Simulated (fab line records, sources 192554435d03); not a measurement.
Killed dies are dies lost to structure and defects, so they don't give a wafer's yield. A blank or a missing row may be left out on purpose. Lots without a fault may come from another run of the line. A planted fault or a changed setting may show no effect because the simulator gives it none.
Split-lot experiment | flow n5_finfet | 7 lots, 39 wafers read, on a route of 1938 steps

THE SPLIT
At N5_BEOL_M10_TRENCH_ETCH_37 (etches SiCOH lowk in C4F6/O2, target depth 148.83 nm, time 48 s), the setting time_s was moved away from the recipe's 48 s on 9 of the 39 wafers read, by -58.0% to +27.3%. The other wafers ran this setting at the recipe's value.

FROM THE SPLIT TO THE READING: what the file shows between them, 11 steps
- N5_BEOL_M10_ETCH_41: etches SiCN in CH3F/O2, target depth 42.6 nm, time 86 s
- N5_BEOL_M10_STRIP_77: strips in N2/H2, time 10 s
- N5_BEOL_M10_OCD_MEAS_38
- N5_BEOL_M10_HM_STRIP_39: strips TiN in peroxide tin strip, target depth 25 nm, time 158 s
- N5_BEOL_M10_SRD_40: time 30 s
- N5_BEOL_M10_ECD_50: material Cu, target thk 318 nm
- N5_BEOL_M10_ANNEAL_51: time 90 s
- N5_BEOL_M10_CMP_52: polishes, stops on SiCOH lowk, t overpolish 7 s, target thk 140 nm
- N5_BEOL_M10_THK_MEAS_53: measures by xrf
- N5_BEOL_M10_PRE_CLEAN_55: time 15 s
- N5_BEOL_M10_DEP_56: deposits SiCN from 3MS/NH3, target thk 15 nm, time 26.5 s

THE READING
M10_RS, in ohm/sq, at N5_BEOL_M10_RS_MEAS_57 (measures by four-point-probe). Fault-free wafers of this fab line usually give 0.153 ohm/sq, standard deviation 0.0036 ohm/sq.

wafer  | tool, chamber at the split | time_s as run, s | against the recipe | M10_RS, ohm/sq | against lot-mates on the recipe
L075.1 | rie_diel-01, 1             | 48               | recipe             | 0.154          | -
L075.2 | rie_diel-01, 0             | 48               | recipe             | 0.157          | -
L075.3 | rie_diel-01, 2             | 48               | recipe             | 0.160          | -
L075.4 | rie_diel-01, 3             | 27.71            | -42.3%             | 0.309          | +0.152
L075.5 | rie_diel-01, 2             | 27.71            | -42.3%             | 0.320          | +0.163
L075.6 | rie_diel-01, 3             | 27.71            | -42.3%             | 0.313          | +0.156
L082.1 | rie_diel-04, 0             | 61.12            | +27.3%             | 0.113          | -0.038
L082.2 | rie_diel-04, 2             | 48               | recipe             | 0.152          | -
L082.3 | rie_diel-04, 3             | 48               | recipe             | 0.148          | -
L082.4 | rie_diel-04, 1             | 61.12            | +27.3%             | 0.112          | -0.039
L082.5 | rie_diel-04, 3             | 61.12            | +27.3%             | 0.113          | -0.038
L082.6 | rie_diel-04, 2             | 48               | recipe             | 0.153          | -
L083.2 | rie_diel-04, 0             | 48               | recipe             | 0.155          | -
L083.3 | rie_diel-04, 2             | 48               | recipe             | 0.152          | -
L083.4 | rie_diel-04, 3             | 48               | recipe             | 0.150          | -
L084.1 | rie_diel-02, 0             | 48               | recipe             | 0.152          | -
L084.2 | rie_diel-02, 2             | 48               | recipe             | 0.151          | -
L084.3 | rie_diel-02, 1             | 48               | recipe             | 0.154          | -
L084.4 | rie_diel-02, 3             | 48               | recipe             | 0.155          | -
L084.5 | rie_diel-02, 2             | 48               | recipe             | 0.151          | -
L084.6 | rie_diel-02, 3             | 48               | recipe             | 0.154          | -
L085.1 | rie_diel-02, 3             | 48               | recipe             | 0.155          | -
L085.2 | rie_diel-02, 1             | 48               | recipe             | 0.153          | -
L085.3 | rie_diel-02, 2             | 48               | recipe             | 0.150          | -
L085.4 | rie_diel-02, 0             | 48               | recipe             | 0.152          | -
L085.5 | rie_diel-02, 2             | 48               | recipe             | 0.149          | -
L085.6 | rie_diel-02, 1             | 48               | recipe             | 0.149          | -
L090.1 | rie_diel-01, 2             | 48               | recipe             | 0.159          | -
L090.2 | rie_diel-01, 0             | 48               | recipe             | 0.156          | -
L090.3 | rie_diel-01, 3             | 20.14            | -58.0%             | 0.436          | +0.281
L090.4 | rie_diel-01, 1             | 48               | recipe             | 0.149          | -
L090.5 | rie_diel-01, 1             | 20.14            | -58.0%             | 0.457          | +0.302
L090.6 | rie_diel-01, 0             | 20.14            | -58.0%             | 0.478          | +0.323
L093.1 | rie_diel-02, 1             | 48               | recipe             | 0.154          | -
L093.2 | rie_diel-02, 3             | 48               | recipe             | 0.157          | -
L093.3 | rie_diel-02, 0             | 48               | recipe             | 0.155          | -
L093.4 | rie_diel-02, 1             | 48               | recipe             | 0.151          | -
L093.5 | rie_diel-02, 3             | 48               | recipe             | 0.154          | -
L093.6 | rie_diel-02, 0             | 48               | recipe             | 0.156          | -

THE FIT
A straight line over all 39 wafers: M10_RS changes by -0.00422 ohm/sq for each +1% of time_s; r = -0.96; the points scatter about the line by 0.027 ohm/sq.
The same after taking each lot's own level away (the mean of its wafers on the recipe; 39 wafers): -0.00416 ohm/sq for each +1%; r = -0.96; scatter 0.027 ohm/sq.
On that fit, the largest move of time_s shifts the reading by 0.24 ohm/sq.
The lots' own levels span 0.1510 to 0.1570 ohm/sq, that is 1.7 times the standard deviation above.
So the lot-to-lot level changes the slope little: the two slopes agree.
Check: with one of the wafers moved furthest among these (-58.0%) left out of the fit, the line predicts +0.243 ohm/sq for it against its lot-mates. It came out at +0.281 ohm/sq against them.

THE WHOLE CHAIN: every reading that the file lists as answering this split, in the file's order
step                       | what it does                                                       | reading                                                                           | change (the file's fit)                | r (the file's)
N5_BEOL_M10_TRENCH_ETCH_37 | etches SiCOH lowk in C4F6/O2, target depth 148.83 nm, time 48 s    | BEOL_M10.feature_depth_nm (the simulator's own value, which no gauge read)        | +1.44 nm for each +1% of the setting   | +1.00
N5_BEOL_M10_TRENCH_ETCH_37 | etches SiCOH lowk in C4F6/O2, target depth 148.83 nm, time 48 s    | etch.depth_nm (the simulator's own value, which no gauge read)                    | +1.44 nm for each +1% of the setting   | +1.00
N5_BEOL_M10_TRENCH_ETCH_37 | etches SiCOH lowk in C4F6/O2, target depth 148.83 nm, time 48 s    | TiN_of_BEOL_M10_HM_DEP_02.thk_nm (the simulator's own value, which no gauge read) | -0.0396 nm for each +1% of the setting | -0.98
N5_BEOL_M10_OCD_MEAS_38    |                                                                    | trench_depth_nm                                                                   | +1.44 nm for each +1% of the setting   | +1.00
N5_BEOL_M10_CMP_52         | polishes, stops on SiCOH lowk, t overpolish 7 s, target thk 140 nm | Cu_of_BEOL_M10_ECD_50.thk_nm (the simulator's own value, which no gauge read)     | +1.45 nm for each +1% of the setting   | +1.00
N5_BEOL_M10_THK_MEAS_53    | measures by xrf                                                    | M10_THK                                                                           | +1.51 for each +1% of the setting      | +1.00
N5_BEOL_M10_RS_MEAS_57     | measures by four-point-probe                                       | M10_RS                                                                            | -0.00427 for each +1% of the setting   | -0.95

THE FILE'S OWN FIT
M10_RS changes by -0.00427 ohm/sq for each +1% of time_s, r = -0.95.
